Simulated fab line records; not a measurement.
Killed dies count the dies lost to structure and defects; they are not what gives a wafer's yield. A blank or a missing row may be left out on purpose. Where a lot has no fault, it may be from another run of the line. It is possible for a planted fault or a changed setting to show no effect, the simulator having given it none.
fab line records ; flow n5_finfet
record: lots: 12; wafers: 34; last_day: 16
route steps=1938 shown BEOL_M11@1588 BEOL_M12@1624 PASSIVATION@1936
lots untouched by any fault: they come from a run of this same line in which no faults occurred
start_h: start of the lot's first displayed wafer, in hours after the record's first day ; wait_h: hours since the lot's step before ; " unchanged from the row above ; L1.1+2: a single row standing in for several wafers ; - no value, or no start given ; * or withheld: withheld ; < > ~ a bound
route shown NAME@n: names a module that has steps shown in the file, with the first one's number in the route ; usual: average and standard deviation across the fault-free wafers ; same: alike in all rows ; chamber/n: place in a boat ; sites: per-site readings ; _std_site: the values' standard deviation ; _edge_site: mean of outer sites minus mean of inner sites ; radius_mm: for every site, how far away it sits from the centre of the wafer ; mask NAME#n: copy n ; behind: the last tool/chamber to shape the wafer ; hold: why the lot was held/for how many hours/how that ended ; device: the n, p or np transistor that did not switch ; end of line: tests of these same wafers at the route's end ; where a step has no rows: the recipe by itself ; killed: at the first sort, the dies lost to defects and structure; wafer yield is something else ; map: a wafer's dies, marking killed ones x, the rest . and places with no die _
set.NAME: the setting that was run; set.NAME@STEP: the one run at that earlier step ; model.NAME: the simulator's own value behind a step, which no gauge read
a sample of lots followed through the steps of the route, with each step as a table and each wafer as a row
== steps ==
step: N5_BEOL_M11_DEGAS_44
recipe: ambient: vacuum; temp_c: 250; time_s: 60
usual: heater_power_w: 318/28
lot.wafer;tool;chamber;start_h;wait_h;heater_power_w
L186.2;pvd_sputter-01;-;230.14;0.2;357
L186.3;pvd_sputter-01;-;230.14;0.2;346
L186.5;pvd_sputter-01;-;230.14;0.2;339
L189.1;pvd_sputter-03;-;248.21;0.3;304
L189.2;pvd_sputter-03;-;248.21;0.3;302
L189.3;pvd_sputter-03;-;248.21;0.3;272
L188.3;pvd_sputter-03;-;250.95;0.7;307
L188.4;pvd_sputter-03;-;250.95;0.7;297
L188.6;pvd_sputter-03;-;250.95;0.7;301
L192.4;pvd_sputter-01;-;273.20;0.2;334
L192.5;pvd_sputter-01;-;273.20;0.2;338
L192.6;pvd_sputter-01;-;273.20;0.2;364
L194.3;pvd_sputter-02;-;283.71;0.7;339
L194.4;pvd_sputter-02;-;283.71;0.7;273
L194.6;pvd_sputter-02;-;283.71;0.7;319
L195.1;pvd_sputter-02;-;299.84;0.6;329
L195.4;pvd_sputter-02;-;299.84;0.6;321
L195.5;pvd_sputter-02;-;299.84;0.6;337
L200.1;pvd_sputter-01;-;320.37;0.5;350
L200.5;pvd_sputter-01;-;320.37;0.5;357
L200.6;pvd_sputter-01;-;320.37;0.5;346
L198.2;pvd_sputter-03;-;324.12;2.2;275
L198.3;pvd_sputter-03;-;324.12;2.2;304
L198.6;pvd_sputter-03;-;324.12;2.2;274
L202.1;pvd_sputter-01;-;328.93;1.6;346
L202.4;pvd_sputter-01;-;328.93;1.6;361
L202.5;pvd_sputter-01;-;328.93;1.6;350
L204.2;pvd_sputter-01;-;329.61;0.3;344
L204.6;pvd_sputter-01;-;329.61;0.3;356
L203.1;pvd_sputter-03;-;339.27;0.3;300
L203.4;pvd_sputter-03;-;339.27;0.3;304
L203.5;pvd_sputter-03;-;339.27;0.3;293
L205.5;pvd_sputter-03;-;347.49;0.1;301
L205.6;pvd_sputter-03;-;347.49;0.1;278
step: N5_BEOL_M11_PRE_CLEAN_45
recipe: gas: H2/He; time_s: 30; temp_c: 250
usual: heater_power_w: 317/28
lot.wafer;tool;chamber;start_h;wait_h;heater_power_w
L186.2;pvd_sputter-01;-;230.18;0.0;354
L186.3;pvd_sputter-01;-;230.18;0.0;347
L186.5;pvd_sputter-01;-;230.18;0.0;341
L189.1;pvd_sputter-03;-;248.25;0.0;306
L189.2;pvd_sputter-03;-;248.25;0.0;305
L189.3;pvd_sputter-03;-;248.25;0.0;274
L188.3;pvd_sputter-03;-;250.99;0.0;300
L188.4;pvd_sputter-03;-;250.99;0.0;306
L188.6;pvd_sputter-03;-;250.99;0.0;301
L192.4;pvd_sputter-01;-;273.24;0.0;345
L192.5;pvd_sputter-01;-;273.24;0.0;342
L192.6;pvd_sputter-01;-;273.24;0.0;361
L194.3;pvd_sputter-02;-;283.75;0.0;337
L194.4;pvd_sputter-02;-;283.75;0.0;282
L194.6;pvd_sputter-02;-;283.75;0.0;309
L195.1;pvd_sputter-02;-;299.88;0.0;329
L195.4;pvd_sputter-02;-;299.88;0.0;312
L195.5;pvd_sputter-02;-;299.88;0.0;327
L200.1;pvd_sputter-01;-;320.41;0.0;353
L200.5;pvd_sputter-01;-;320.41;0.0;336
L200.6;pvd_sputter-01;-;320.41;0.0;347
L198.2;pvd_sputter-03;-;324.16;0.0;273
L198.3;pvd_sputter-03;-;324.16;0.0;305
L198.6;pvd_sputter-03;-;324.16;0.0;266
L202.1;pvd_sputter-01;-;328.97;0.0;352
L202.4;pvd_sputter-01;-;328.97;0.0;359
L202.5;pvd_sputter-01;-;328.97;0.0;348
L204.2;pvd_sputter-01;-;329.65;0.0;343
L204.6;pvd_sputter-01;-;329.65;0.0;346
L203.1;pvd_sputter-03;-;339.31;0.0;304
L203.4;pvd_sputter-03;-;339.31;0.0;295
L203.5;pvd_sputter-03;-;339.31;0.0;296
L205.5;pvd_sputter-03;-;347.53;0.0;299
L205.6;pvd_sputter-03;-;347.53;0.0;272
step: N5_BEOL_M11_RS_MEAS_57
recipe: thk_meas_gauge: four-point-probe; reads: Cu_of_BEOL_M11_ECD_50+Co_of_BEOL_M11_CVD_75+TaN_of_BEOL_M11_ALD_74
usual: M11_RS: 0.152/0.0033
lot.wafer;tool;chamber;start_h;wait_h;M11_RS[ohm/sq]
L186.2;film_metro-02;-;232.03;0.0;0.146
L186.3;film_metro-02;-;232.03;0.0;0.155
L186.5;film_metro-02;-;232.03;0.0;0.150
L189.1;film_metro-02;-;250.58;0.0;0.154
L189.2;film_metro-02;-;250.58;0.0;0.150
L189.3;film_metro-02;-;250.58;0.0;0.148
L188.3;film_metro-01;-;252.67;0.0;0.152
L188.4;film_metro-01;-;252.67;0.0;0.158
L188.6;film_metro-01;-;252.67;0.0;0.153
L192.4;film_metro-01;-;275.33;0.0;0.157
L192.5;film_metro-01;-;275.33;0.0;0.151
L192.6;film_metro-01;-;275.33;0.0;0.155
L194.3;film_metro-01;-;285.60;0.0;0.145
L194.4;film_metro-01;-;285.60;0.0;0.160
L194.6;film_metro-01;-;285.60;0.0;0.155
L195.1;film_metro-02;-;301.66;0.0;0.154
L195.4;film_metro-02;-;301.66;0.0;0.153
L195.5;film_metro-02;-;301.66;0.0;0.154
L200.1;film_metro-02;-;322.82;0.0;0.151
L200.5;film_metro-02;-;322.82;0.0;0.154
L200.6;film_metro-02;-;322.82;0.0;0.149
L198.2;film_metro-01;-;325.72;0.0;0.154
L198.3;film_metro-01;-;325.72;0.0;0.151
L198.6;film_metro-01;-;325.72;0.0;0.152
L202.1;film_metro-01;-;330.53;0.0;0.155
L202.4;film_metro-01;-;330.53;0.0;0.158
L202.5;film_metro-01;-;330.53;0.0;0.148
L204.2;film_metro-01;-;331.58;0.0;0.154
L204.6;film_metro-01;-;331.58;0.0;0.154
L203.1;film_metro-02;-;341.69;0.0;0.151
L203.4;film_metro-02;-;341.69;0.0;0.149
L203.5;film_metro-02;-;341.69;0.0;0.147
L205.5;film_metro-01;-;349.30;0.0;0.149
L205.6;film_metro-01;-;349.30;0.0;0.148
step: N5_BEOL_M12_COAT_66
recipe: resist: SiARC; temp_c: 220; time_s: 60; spin_rpm: 1500; resist_thk_nm: 110
usual: chill_plate_temp_C: 22.99/0.11; heater_power_total_W: 427.8/2.3; plate_temp_C: 220.01/0.16; resist_line_temp_C: 22.99/0.11; spin_speed_rpm: 1500.1/1
lot.wafer;tool;chamber;start_h;wait_h;chill_plate_temp_C;heater_power_total_W;plate_temp_C;resist_line_temp_C;spin_speed_rpm
L186.2;litho_track-04;0;233.15;-;23.00;427.5;219.95;23.03;1500.7
L186.3;litho_track-04;0;233.15;-;23.03;428.5;219.86;23.06;1501.7
L186.5;litho_track-04;0;233.15;-;22.97;429.8;220.03;23.15;1500.6
L189.1;litho_track-01;0;251.87;-;23.05;430.6;220.05;22.86;1501.2
L189.2;litho_track-01;0;251.87;-;22.86;425.1;220.38;22.89;1500.3
L189.3;litho_track-01;0;251.87;-;22.96;426.4;220.26;22.98;1501.3
L188.3;litho_track-05;0;253.79;-;22.87;430.5;220.15;23.03;1502.5
L188.4;litho_track-05;0;253.79;-;23.09;430.2;219.88;22.83;1500.2
L188.6;litho_track-05;0;253.79;-;23.10;428.6;219.97;22.86;1501.0
L192.4;litho_track-01;0;276.47;-;22.97;424.4;219.89;22.96;1498.6
L192.5;litho_track-01;0;276.47;-;23.17;426.5;220.06;23.15;1500.1
L192.6;litho_track-01;0;276.47;-;23.03;429.0;220.21;23.01;1498.8
L194.3;litho_track-04;0;286.84;-;23.15;429.5;220.02;23.00;1500.1
L194.4;litho_track-04;0;286.84;-;23.00;425.2;219.94;22.98;1501.6
L194.6;litho_track-04;0;286.84;-;23.17;430.5;220.01;22.93;1500.5
L195.1;litho_track-01;0;302.91;-;23.12;430.8;219.92;23.02;1499.8
L195.4;litho_track-01;0;302.91;-;23.00;429.5;220.10;22.99;1501.0
L195.5;litho_track-01;0;302.91;-;23.15;430.3;219.78;23.05;1500.3
L200.1;litho_track-01;0;324.32;-;23.06;427.6;220.12;22.78;1564.6
L200.5;litho_track-01;0;324.32;-;23.07;429.1;219.91;22.87;1562.9
L200.6;litho_track-01;0;324.32;-;23.01;424.0;219.80;22.98;1565.6
L198.2;litho_track-04;0;326.94;-;22.96;424.2;219.77;23.08;1500.6
L198.3;litho_track-04;0;326.94;-;23.00;425.3;219.62;23.08;1500.1
L198.6;litho_track-04;0;326.94;-;23.12;429.9;219.78;22.98;1499.3
L202.1;litho_track-01;0;331.77;-;22.84;428.3;220.13;23.20;1563.6
L202.4;litho_track-01;0;331.77;-;22.75;428.2;219.69;23.09;1563.5
L202.5;litho_track-01;0;331.77;-;22.94;430.1;219.89;23.12;1562.1
L204.2;litho_track-04;0;332.70;-;23.00;428.1;219.82;23.07;1499.4
L204.6;litho_track-04;0;332.70;-;22.88;426.6;220.05;22.94;1500.3
L203.1;litho_track-05;0;342.80;-;23.07;427.8;219.81;22.94;1500.1
L203.4;litho_track-05;0;342.80;-;22.96;424.0;220.02;22.82;1500.5
L203.5;litho_track-05;0;342.80;-;23.00;430.9;220.07;23.02;1499.7
L205.5;litho_track-04;0;350.86;-;22.84;430.6;220.06;22.78;1499.6
L205.6;litho_track-04;0;350.86;-;22.93;429.6;220.14;22.88;1500.1
step: N5_PASSIVATION_PROBE_49
usual: defect_limited_yield: 91.2/1.3; killed_at_M0_to_M3: 34/10; killed_at_M4_up: 13/4.6; killed_at_contacts: 13/5.5; killed_at_front_end: 41/12; killed_at_other: 2.8/2.4; killed_dies: 104/16; killed_on_rim: 14/4.2; killed_open: 67/12; killed_short: 33/7.2; sort_bin_4_leakage: 0.00/0.012; sort_bin_5_function: 5.1/0.86; sort_bin_6_memory: 3.3/0.62; sort_n_pass: 1076/16; sort_yield_pct: 91.2/1.3
same: gross_dies: 1180; killed_at_back_side: 0; sort_bin_8_speed[%]: 0
lot.wafer;tool;chamber;start_h;wait_h;defect_limited_yield[%];killed_at_M0_to_M3;killed_at_M4_up;killed_at_contacts;killed_at_front_end;killed_at_other;killed_dies;killed_on_rim;killed_open;killed_short;sort_bin_4_leakage[%];sort_bin_5_function[%];sort_bin_6_memory[%];sort_n_pass;sort_yield_pct[%]
L186.2;prober-01;-;273.53;0.1;90.6;37;14;16;34;10;111;13;74;34;0;5.8;3.1;1069;90.6
L186.3;prober-01;-;273.58;0.1;92.5;25;9;20;33;2;89;13;65;24;0;4.5;2.9;1091;92.5
L186.5;prober-01;-;273.68;0.2;89.4;34;20;14;57;0;125;12;88;35;0;5.8;4.7;1055;89.4
L189.1;prober-01;-;298.87;0.0;88.5;30;19;27;58;2;136;15;100;33;0;6.9;4.2;1044;88.5
L189.2;prober-01;-;298.92;0.1;92.0;21;19;9;38;7;94;11;57;36;0;5.0;2.7;1086;92.0
L189.3;prober-01;-;298.97;0.1;92.5;20;16;8;39;6;89;11;59;28;0;4.7;2.6;1091;92.5
L188.3;prober-02;-;306.14;0.1;91.0;42;13;13;37;1;106;13;77;24;0;5.1;3.1;1074;91.0
L188.4;prober-02;-;306.19;0.2;90.3;33;14;15;50;3;115;14;71;43;0;5.4;4.0;1065;90.3
L188.6;prober-02;-;306.29;0.3;90.4;38;17;11;46;1;113;15;73;35;0;5.8;3.1;1067;90.4
L192.4;prober-01;-;317.37;0.2;91.4;35;10;7;50;0;102;15;68;30;0;4.7;3.7;1078;91.4
L192.5;prober-01;-;317.42;0.2;91.3;34;17;17;34;1;103;4;68;28;0;4.8;3.6;1077;91.3
L192.6;prober-01;-;317.47;0.3;89.8;35;15;11;56;3;120;21;89;25;0;5.7;4.4;1060;89.8
L194.3;prober-01;-;326.19;0.1;91.4;23;10;10;56;3;102;20;54;33;0;4.7;2.7;1078;91.4
L194.4;prober-01;-;326.24;0.2;92.2;31;8;10;43;0;92;14;52;30;0;4.5;2.6;1088;92.2
L194.6;prober-01;-;326.34;0.3;91.7;32;11;21;31;3;98;16;57;35;0;5.1;3.1;1082;91.7
L195.1;prober-02;-;338.61;0.0;91.4;44;10;9;34;4;101;12;63;35;0;5.3;3.1;1079;91.4
L195.4;prober-02;-;338.76;0.2;90.8;47;22;5;32;3;109;14;79;30;0.08;5.6;3.5;1070;90.7
L195.5;prober-02;-;338.81;0.2;89.2;47;16;11;49;4;127;13;89;36;0.08;6.1;4.4;1052;89.2
L200.1;prober-02;-;358.99;0.0;90.9;38;13;11;45;0;107;22;65;38;0;5.1;3.4;1073;90.9
L200.5;prober-02;-;359.19;0.2;90.8;30;18;5;55;0;108;16;74;32;0;5.9;2.9;1072;90.8
L200.6;prober-02;-;359.24;0.3;90.7;24;14;16;55;1;110;19;69;31;0;5.6;2.6;1070;90.7
L198.2;prober-02;-;364.58;0.1;90.5;38;10;6;56;2;112;10;69;41;0;5.6;3.4;1068;90.5
L198.3;prober-02;-;364.63;0.1;89.2;68;5;14;36;4;127;14;76;47;0;6.2;3.9;1053;89.2
L198.6;prober-02;-;364.78;0.3;90.4;36;10;20;45;2;113;16;73;36;0;6.2;3.0;1067;90.4
L204.2;prober-02;-;368.49;0.1;90.3;45;6;11;51;2;115;15;63;41;0;6.0;3.4;1065;90.3
L204.6;prober-02;-;368.69;0.3;89.9;46;18;10;38;7;119;15;72;39;0;5.9;3.8;1061;89.9
L202.1;prober-02;-;376.28;0.0;91.1;27;21;18;39;0;105;18;67;26;0;4.4;3.6;1075;91.1
L202.4;prober-02;-;376.43;0.2;88.8;71;14;10;37;0;132;14;84;43;0;6.8;4.0;1048;88.8
L202.5;prober-02;-;376.48;0.2;91.2;35;21;12;33;3;104;22;63;30;0;5.3;2.9;1076;91.2
L203.1;prober-02;-;385.30;0.0;90.7;32;13;14;44;7;110;14;61;44;0;5.4;3.3;1070;90.7
L203.4;prober-02;-;385.45;0.2;91.9;44;9;10;32;1;96;11;67;22;0;4.4;3.3;1084;91.9
L203.5;prober-02;-;385.50;0.2;93.4;28;8;8;30;4;78;12;44;32;0;3.7;2.6;1102;93.4
L205.5;prober-01;-;390.63;0.2;90.4;34;4;11;63;1;113;13;70;34;0;6.2;2.6;1067;90.4
L205.6;prober-01;-;390.68;0.3;92.3;39;15;8;25;4;91;13;63;25;0;4.4;3.2;1089;92.3
killed by level:class
L186.2 BEOL_M0_SAQP:geometric_particle:open=15 MOL_CONTACT_COAG:geometric_particle:open=12 STI_FIN_REVEAL:geometric_particle:open=11 BEOL_M3:geometric_particle:open=8 FIN_SAQP:geometric_particle:open=5 BEOL_M0_SAQP:geometric_particle:short=4 PASS1_CAP:geometric_particle:open=4 STI_FIN_REVEAL:geometric_particle:short=3
L186.3 STI_FIN_REVEAL:geometric_particle:open=18 MOL_CONTACT_COAG:geometric_particle:open=15 FIN_SAQP:geometric_particle:open=5 MOL_CONTACT_COAG:geometric_particle:short=5 BEOL_M0_SAQP:geometric_particle:short=5 BEOL_M0_SAQP:geometric_particle:open=4 BEOL_M0:geometric_particle:open=4 BEOL_M3:geometric_particle:short=4
L186.5 STI_FIN_REVEAL:geometric_particle:open=19 MOL_CONTACT_COAG:geometric_particle:open=13 FIN_SAQP:geometric_particle:short=10 BEOL_M0_SAQP:geometric_particle:short=9 BEOL_M0_SAQP:geometric_particle:open=9 FIN_SAQP:geometric_particle:open=8 BEOL_M2:geometric_particle:open=7 GATE_CUT:geometric_particle:open=6
L189.1 MOL_CONTACT_COAG:geometric_particle:open=21 STI_FIN_REVEAL:geometric_particle:open=19 BEOL_M4:geometric_particle:open=12 FIN_SAQP:geometric_particle:open=10 BEOL_M3:geometric_particle:open=10 FIN_SAQP:geometric_particle:short=8 MOL_CONTACT_COAG:geometric_particle:short=6 STI_FIN_REVEAL:geometric_particle:short=5
L189.2 FIN_SAQP:geometric_particle:open=10 BEOL_M3:geometric_particle:open=7 STI_FIN_REVEAL:geometric_particle:open=7 FIN_SAQP:geometric_particle:short=6 MOL_CONTACT_COAG:geometric_particle:open=6 BEOL_M4:geometric_particle:open=6 BEOL_M4:geometric_particle:short=6 BEOL_M0_SAQP:geometric_particle:open=3
L189.3 FIN_SAQP:geometric_particle:open=12 FIN_SAQP:geometric_particle:short=11 MOL_CONTACT_COAG:geometric_particle:open=7 BEOL_M4:geometric_particle:open=7 STI_FIN_REVEAL:geometric_particle:open=5 BEOL_M3:geometric_particle:open=5 BEOL_M0:geometric_particle:open=4 BEOL_M0_SAQP:geometric_particle:short=3
L188.3 BEOL_M1:geometric_particle:open=17 MOL_CONTACT_COAG:geometric_particle:open=11 FIN_SAQP:geometric_particle:open=6 DUMMY_GATE:geometric_particle:open=6 STI_FIN_REVEAL:geometric_particle:open=5 BEOL_M0_SAQP:geometric_particle:open=5 BEOL_M4:geometric_particle:open=5 BEOL_M0_SAQP:geometric_particle:short=4
L188.4 FIN_SAQP:geometric_particle:open=18 MOL_CONTACT_COAG:geometric_particle:open=10 BEOL_M1:geometric_particle:open=8 BEOL_M0_SAQP:geometric_particle:short=7 BEOL_M0_SAQP:geometric_particle:open=6 FIN_SAQP:geometric_particle:short=5 ILD0:geometric_particle:short=5 GATE_CUT:geometric_particle:short=5
L188.6 FIN_SAQP:geometric_particle:open=11 BEOL_M0_SAQP:geometric_particle:open=11 MOL_CONTACT_COAG:geometric_particle:open=9 BEOL_M1:geometric_particle:open=7 BEOL_M2:geometric_particle:open=6 DUMMY_GATE:geometric_particle:open=5 GATE_CUT:geometric_particle:short=5 STARTING-WAFER:geometric_particle:short=5
L192.4 STI_FIN_REVEAL:geometric_particle:open=17 BEOL_M3:geometric_particle:open=7 BEOL_M1:geometric_particle:open=7 FIN_SAQP:geometric_particle:short=6 BEOL_M0_SAQP:geometric_particle:open=6 BEOL_M2:geometric_particle:open=6 GATE_CUT:geometric_particle:short=5 FIN_SAQP:geometric_particle:open=4
L192.5 MOL_CONTACT_COAG:geometric_particle:open=14 BEOL_M0_SAQP:geometric_particle:short=9 DUMMY_GATE:geometric_particle:open=7 BEOL_M3:geometric_particle:open=7 GATE_CUT:geometric_particle:short=6 BEOL_M4:geometric_particle:open=6 BEOL_M2:geometric_particle:open=5 STI_FIN_REVEAL:geometric_particle:open=4
L192.6 DUMMY_GATE:geometric_particle:open=21 MOL_CONTACT_COAG:geometric_particle:open=10 STI_FIN_REVEAL:geometric_particle:open=9 BEOL_M0_SAQP:geometric_particle:short=7 FIN_SAQP:geometric_particle:open=6 BEOL_M0_SAQP:geometric_particle:open=6 BEOL_M3:geometric_particle:open=6 BEOL_M5:geometric_particle:open=6
L194.3 STI_FIN_REVEAL:geometric_particle:open=11 GATE_CUT:geometric_particle:short=9 HKMG_FIN:area_etch=9 FIN_SAQP:geometric_particle:open=8 MOL_CONTACT_COAG:geometric_particle:open=7 BEOL_M0_SAQP:geometric_particle:short=6 DUMMY_GATE:geometric_particle:open=4 BEOL_M1:geometric_particle:open=4
L194.4 MOL_CONTACT_COAG:geometric_particle:open=8 GATE_CUT:geometric_particle:short=7 BEOL_M1:geometric_particle:open=7 HKMG_FIN:area_etch=6 BEOL_M3:geometric_particle:open=5 FIN_SAQP:geometric_particle:open=4 GATE_CUT:geometric_particle:open=4 BEOL_M0_SAQP:geometric_particle:open=4
L194.6 MOL_CONTACT_COAG:geometric_particle:open=14 BEOL_M0_SAQP:geometric_particle:short=8 MOL_CONTACT_COAG:geometric_particle:short=7 GATE_CUT:geometric_particle:short=6 BEOL_M1:geometric_particle:open=6 GATE_CUT:geometric_particle:open=5 BEOL_M0_SAQP:geometric_particle:open=5 STI_FIN_REVEAL:geometric_particle:open=4
L195.1 BEOL_M1:geometric_particle:open=14 STI_FIN_REVEAL:geometric_particle:open=9 BEOL_M0_SAQP:geometric_particle:short=7 BEOL_M4:geometric_particle:open=7 STARTING-WAFER:geometric_particle:short=7 BEOL_M2:geometric_particle:open=6 BEOL_M0_SAQP:geometric_particle:open=5 MOL_CONTACT_COAG:geometric_particle:open=5
L195.4 BEOL_M0_SAQP:geometric_particle:open=15 BEOL_M2:geometric_particle:open=9 STI_FIN_REVEAL:geometric_particle:open=8 BEOL_M4:geometric_particle:open=8 FIN_SAQP:geometric_particle:open=6 BEOL_M0_SAQP:geometric_particle:short=6 BEOL_M3:geometric_particle:open=6 MOL_CONTACT_COAG:geometric_particle:open=5
L195.5 BEOL_M0_SAQP:geometric_particle:open=13 STI_FIN_REVEAL:geometric_particle:open=11 BEOL_M2:geometric_particle:open=11 MOL_CONTACT_COAG:geometric_particle:open=9 FIN_SAQP:geometric_particle:short=8 BEOL_M4:geometric_particle:open=8 FIN_SAQP:geometric_particle:open=7 BEOL_M3:geometric_particle:open=7
L200.1 STI_FIN_REVEAL:geometric_particle:open=9 BEOL_M1:geometric_particle:open=8 BEOL_M0_SAQP:geometric_particle:open=7 FIN_SAQP:geometric_particle:open=6 MOL_CONTACT_COAG:geometric_particle:short=6 BEOL_M2:geometric_particle:open=6 DUMMY_GATE:geometric_particle:open=5 GATE_CUT:geometric_particle:short=5
L200.5 STI_FIN_REVEAL:geometric_particle:open=13 BEOL_M0_SAQP:geometric_particle:short=10 GATE_CUT:geometric_particle:short=10 BEOL_M0_SAQP:geometric_particle:open=9 GATE_CUT:geometric_particle:open=8 BEOL_M4:geometric_particle:open=7 MOL_CONTACT_COAG:geometric_particle:open=5 DUMMY_GATE:geometric_particle:open=5
L200.6 MOL_CONTACT_COAG:geometric_particle:open=12 GATE_CUT:geometric_particle:short=11 BEOL_M4:geometric_particle:open=10 STI_FIN_REVEAL:geometric_particle:open=9 FIN_SAQP:geometric_particle:open=8 HKMG_FIN:area_etch=8 BEOL_M3:geometric_particle:open=7 FIN_SAQP:geometric_particle:short=5
L198.2 STI_FIN_REVEAL:geometric_particle:open=13 GATE_CUT:geometric_particle:short=10 BEOL_M2:geometric_particle:open=9 FIN_SAQP:geometric_particle:short=8 BEOL_M3:geometric_particle:open=8 BEOL_M0_SAQP:geometric_particle:open=7 GATE_CUT:geometric_particle:open=6 BEOL_M1:geometric_particle:open=5
L198.3 BEOL_M0_SAQP:geometric_particle:short=16 BEOL_M3:geometric_particle:open=15 MOL_CONTACT_COAG:geometric_particle:open=14 BEOL_M1:geometric_particle:open=13 BEOL_M0_SAQP:geometric_particle:open=12 GATE_CUT:geometric_particle:short=10 BEOL_M1:geometric_particle:short=6 FIN_SAQP:geometric_particle:open=4
L198.6 MOL_CONTACT_COAG:geometric_particle:open=19 BEOL_M3:geometric_particle:open=12 BEOL_M0_SAQP:geometric_particle:short=9 STI_FIN_REVEAL:geometric_particle:open=7 GATE_CUT:geometric_particle:open=7 GATE_CUT:geometric_particle:short=7 BEOL_M0_SAQP:geometric_particle:open=6 FIN_SAQP:geometric_particle:short=5
L204.2 BEOL_M0_SAQP:geometric_particle:open=13 BEOL_M0_SAQP:geometric_particle:short=11 MOL_CONTACT_COAG:geometric_particle:open=10 STI_FIN_REVEAL:geometric_particle:open=8 FIN_SAQP:geometric_particle:short=7 BEOL_M1:geometric_particle:open=7 GATE_CUT:geometric_particle:short=6 STARTING-WAFER:geometric_particle:open=5
L204.6 BEOL_M0_SAQP:geometric_particle:open=12 BEOL_M0_SAQP:geometric_particle:short=9 STI_FIN_REVEAL:geometric_particle:open=8 BEOL_M1:geometric_particle:open=7 BEOL_M4:geometric_particle:open=7 DUMMY_GATE:geometric_particle:open=6 MOL_CONTACT_COAG:geometric_particle:open=6 BEOL_M2:geometric_particle:open=5
L202.1 MOL_CONTACT_COAG:geometric_particle:open=16 BEOL_M0_SAQP:geometric_particle:open=8 HKMG_FIN:area_etch=8 FIN_SAQP:geometric_particle:open=7 BEOL_M0_SAQP:geometric_particle:short=7 BEOL_M5:geometric_particle:open=6 BEOL_M0:geometric_particle:open=6 STI_FIN_REVEAL:geometric_particle:open=5
L202.4 BEOL_M0_SAQP:geometric_particle:open=26 BEOL_M0_SAQP:geometric_particle:short=22 STI_FIN_REVEAL:geometric_particle:open=14 FIN_SAQP:geometric_particle:open=9 MOL_CONTACT_COAG:geometric_particle:open=9 BEOL_M2:geometric_particle:open=9 FIN_SAQP:geometric_particle:short=5 GATE_CUT:geometric_particle:short=3
L202.5 MOL_CONTACT_COAG:geometric_particle:open=10 BEOL_M0_SAQP:geometric_particle:short=10 BEOL_M0_SAQP:geometric_particle:open=10 STI_FIN_REVEAL:geometric_particle:open=8 HKMG_FIN:area_etch=7 FIN_SAQP:geometric_particle:open=6 BEOL_M1:geometric_particle:open=5 BEOL_M5:geometric_particle:open=5
L203.1 FIN_SAQP:geometric_particle:short=14 MOL_CONTACT_COAG:geometric_particle:open=13 FIN_SAQP:geometric_particle:open=6 BEOL_M2:geometric_particle:open=6 BEOL_M4:geometric_particle:open=6 GATE_CUT:geometric_particle:open=5 BEOL_M0_SAQP:geometric_particle:open=5 GATE_CUT:geometric_particle:short=4
L203.4 BEOL_M2:geometric_particle:open=11 BEOL_M1:geometric_particle:open=9 MOL_CONTACT_COAG:geometric_particle:open=7 BEOL_M4:geometric_particle:open=7 FIN_SAQP:geometric_particle:open=6 DUMMY_GATE:geometric_particle:open=6 BEOL_M3:geometric_particle:open=6 BEOL_M3:geometric_particle:short=6
L203.5 BEOL_M0_SAQP:geometric_particle:short=9 FIN_SAQP:geometric_particle:short=6 FIN_SAQP:geometric_particle:open=5 BEOL_M0_SAQP:geometric_particle:open=5 MOL_CONTACT_COAG:geometric_particle:open=5 GATE_CUT:geometric_particle:short=4 BEOL_M2:geometric_particle:open=4 STI_FIN_REVEAL:geometric_particle:open=3
L205.5 STI_FIN_REVEAL:geometric_particle:open=14 FIN_SAQP:geometric_particle:open=12 FIN_SAQP:geometric_particle:short=9 BEOL_M0_SAQP:geometric_particle:open=9 BEOL_M1:geometric_particle:open=7 DUMMY_GATE:geometric_particle:open=7 MOL_CONTACT_COAG:geometric_particle:short=6 BEOL_M2:geometric_particle:open=6
L205.6 BEOL_M0_SAQP:geometric_particle:open=10 STI_FIN_REVEAL:geometric_particle:open=7 MOL_CONTACT_COAG:geometric_particle:open=7 BEOL_M0_SAQP:geometric_particle:short=7 BEOL_M0:geometric_particle:open=7 GATE_CUT:geometric_particle:short=6 BEOL_M4:geometric_particle:open=5 BEOL_M2:geometric_particle:open=5
== key ==
first_sign: step: N5_BEOL_M12_COAT_66; reading: spin_speed_rpm; direction: up; sigmas: 62; usual: *; struck: *
effect none on later readings
met_at N5_BEOL_M12_COAT_66
struck_lots L200,L202
not_acting_at N5_BEOL_M11_DEGAS_44,N5_BEOL_M11_PRE_CLEAN_45,N5_BEOL_M11_RS_MEAS_57
onset_between 302.91 324.32
fault: kind: process_parameter_drift; tool: litho_track-01; chamber: -; onset_h: 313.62; steps: N5_BEOL_M12_COAT_66; channel: spin_rpm; offset: *; shape: step; end_h: 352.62; acts_in: *; stated: *
